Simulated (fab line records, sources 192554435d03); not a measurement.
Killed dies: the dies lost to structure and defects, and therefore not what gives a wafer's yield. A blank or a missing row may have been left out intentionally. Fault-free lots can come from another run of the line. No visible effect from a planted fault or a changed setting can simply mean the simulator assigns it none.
Matching of chambers	flow n5 finfet	N5_BEOL_M0_CUTY_ETCH_62 on rie diel-03 has 4 sister chambers
The step etches SiARC in CF4, time 58.5 s. 18 wafers are shown with their chamber, then 9 later ones without.

EACH WAFER AND ITS CHAMBER
wafer	chamber	showerhead plenum p Torr (Torr)	throttle valve pct (%)	oes product au (a.u.)
L078.1	3	2.13	15.71	0.63
L078.3	2	2.11	15.73	0.60
L078.6	1	2.20	15.26	0.83
L080.1	3	2.13	15.75	0.64
L080.5	1	2.20	15.30	0.80
L080.6	0	2.25	15.46	0.75
L083.3	0	2.25	15.44	0.74
L083.4	3	2.13	15.75	0.64
L083.5	3	2.13	15.77	0.63
L082.1	0	2.25	15.45	0.74
L082.4	2	2.11	15.73	0.59
L082.5	1	2.19	15.30	0.80
L085.3	0	2.25	15.48	0.73
L085.4	1	2.19	15.29	0.78
L085.5	3	2.13	15.78	0.63
L087.1	1	2.19	15.31	0.78
L087.2	0	2.25	15.48	0.73
L087.3	3	2.12	15.76	0.62

SIGNATURES (means of the wafers above)
reading	chamber 0	chamber 1	chamber 2	chamber 3	scatter within a chamber
showerhead plenum p Torr	2.2500	2.1940	2.1100	2.1283	0.00381
throttle valve pct	15.4620	15.2920	15.7300	15.7533	0.0202
oes product au	0.7380	0.7980	0.5950	0.6317	0.0128
Rule: distance of a wafer from a chamber = root of the sum over the readings of ((wafer's reading minus chamber's mean) / reading's scatter) squared. The wafer belongs to the nearest chamber; if the next one is less than 2 further off, it can't be placed. The scatter is the square root of a quotient: the sum, over the shown wafers, of each reading's squared deviation from its chamber's mean, divided by wafers minus chambers.

WAFERS WHOSE CHAMBER IS MISSING
wafer	showerhead plenum p Torr (Torr)	throttle valve pct (%)	oes product au (a.u.)
L088.1	2.10	15.22	0.82
L088.2	2.19	15.30	0.76
L088.6	2.10	15.24	0.81
L093.2	2.19	15.33	0.75
L093.3	2.24	15.48	0.72
L093.4	2.10	15.26	0.79
L096.1	2.24	15.51	0.70
L096.2	2.12	15.79	0.62
L096.5	2.12	15.79	0.62

WHICH CHAMBER EACH ONE RAN IN
wafer	from the rows above	in truth
L088.1	1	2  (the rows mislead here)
L088.2	1	1
L088.6	1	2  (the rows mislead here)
L093.2	1	1
L093.3	0	0
L093.4	1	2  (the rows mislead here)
L096.1	0	0
L096.2	can't be placed: 3 or 2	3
L096.5	can't be placed: 3 or 2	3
Correct placement for 4 of the 9. From these rows, 2 cannot be placed; in 2 the true chamber is one of the candidates. Placed wrongly: 3.
